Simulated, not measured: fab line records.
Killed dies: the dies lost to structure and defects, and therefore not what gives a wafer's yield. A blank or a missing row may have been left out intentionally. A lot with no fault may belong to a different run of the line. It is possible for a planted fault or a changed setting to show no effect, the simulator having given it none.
2 desks looking at one fault | flow n5_finfet | what lay behind the numbers comes last; until then each desk has only its own

## THE METROLOGY DESK
What the gauges read, lot by lot, whatever tool the lot ran on: means of the sampled wafers that have a number. Any lot whose mean is over 4 standard deviations away from the usual mean is out of limits and marked OUT; that distance is given in the brackets. It has 12 readings, of which 7 appear: the earliest out of limits, and the ones furthest out on some lot.
Columns: A = DIBL_N at N5_BEOL_M4_RC_MEAS_101, usual 36.4 mV/V; B = DIBL_P at N5_BEOL_M4_RC_MEAS_101, usual 36.1 mV/V; C = IOFF_N at N5_BEOL_M4_RC_MEAS_101, usual 0.16 nA/um; D = IOFF_P at N5_BEOL_M4_RC_MEAS_101, usual 0.20 nA/um; E = ION_N at N5_BEOL_M4_RC_MEAS_101, usual 670 uA/um; F = ION_P at N5_BEOL_M4_RC_MEAS_101, usual 459 uA/um; G = M8_ILD_THK at N5_BEOL_M8_THK_MEAS_01, usual 154.2 nm
lot  | first seen here | A    | B    | C    | D    | E   | F   | G
L112 | day 7 17:26     | 36.5 | 35.0 | 0.16 | 0.21 | 677 | 465 | 155.0
L113 | day 8 09:23     | 40.6 | 41.9 | 0.22 | 0.26 | 676 | 457 | 153.3
L115 | day 8 11:45     | 34.3 | 34.3 | 0.13 | 0.17 | 667 | 459 | 155.9
L120 | day 9 15:30     | 35.8 | 34.3 | 0.14 | 0.20 | 659 | 460 | 152.4
L121 | day 10 03:38    | 38.4 | 38.2 | 0.20 | 0.23 | 662 | 457 | 155.0
L128 | day 12 15:23    | 36.7 | 35.3 | 0.16 | 0.20 | 665 | 454 | 235.9 (+33) OUT
L130 | day 13 02:29    | 35.8 | 36.7 | 0.14 | 0.23 | 663 | 466 | 235.9 (+33) OUT
L134 | day 13 16:30    | 36.5 | 36.1 | 0.16 | 0.18 | 665 | 451 | 150.7
L135 | day 14 01:40    | 37.2 | 37.4 | 0.18 | 0.23 | 688 | 472 | 155.3
This desk's result: L128, L130 out of limits, first on L128 (M8_ILD_THK at N5_BEOL_M8_THK_MEAS_01), day 13 22:39. L112, L113, L115, L120, L121, L134, L135: within limits.

## TOOL OWNER'S DESK, pecvd-04
The tool's own readings at N5_BEOL_M8_ILD_DEP_00 (deposits SiCOH lowk from DEMS/porogen, target thk 179.75 nm, time 33.4 s): means of the sampled wafers that have a number, for each lot that ran on this tool. Any lot whose mean is over 4 standard deviations away from the usual mean is out of limits and marked OUT; that distance is given in the brackets.
Columns: A = heater_power_outer_w at N5_BEOL_M8_ILD_DEP_00, usual 149 W; B = heater_power_w at N5_BEOL_M8_ILD_DEP_00, usual 328 W; C = showerhead_plenum_p_Torr at N5_BEOL_M8_ILD_DEP_00, usual 5.746 Torr; D = throttle_valve_pct at N5_BEOL_M8_ILD_DEP_00, usual 13.8 %
lot  | first seen here | A   | B   | C     | D
L112 | day 8 20:24     | 163 | 346 | 5.753 | 15.0
L120 | day 11 01:02    | 182 | 378 | 5.745 | 14.3
L128 | day 13 22:04    | 182 | 375 | 5.739 | 13.9
L130 | day 14 07:46    | 149 | 338 | 5.737 | 14.3
Result from this desk: across the 4 lots, nothing is out of limits.

## PUT TOGETHER
L128, L130 would have let the metrology desk raise an alarm at day 13 22:39.
The tool owner's desk saw nothing out of limits.
On record at the tool owner's desk: L128, L130, within its limits.
N5_BEOL_M8_ILD_DEP_00 was run on pecvd-04 by each of the lots named.

## WHAT THE SIMULATOR HAD INSERTED
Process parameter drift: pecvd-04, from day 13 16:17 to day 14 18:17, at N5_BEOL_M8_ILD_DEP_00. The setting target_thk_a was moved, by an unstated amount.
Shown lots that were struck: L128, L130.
Hours from the fault's start to each desk's first reading out of limits: the metrology desk, 6.
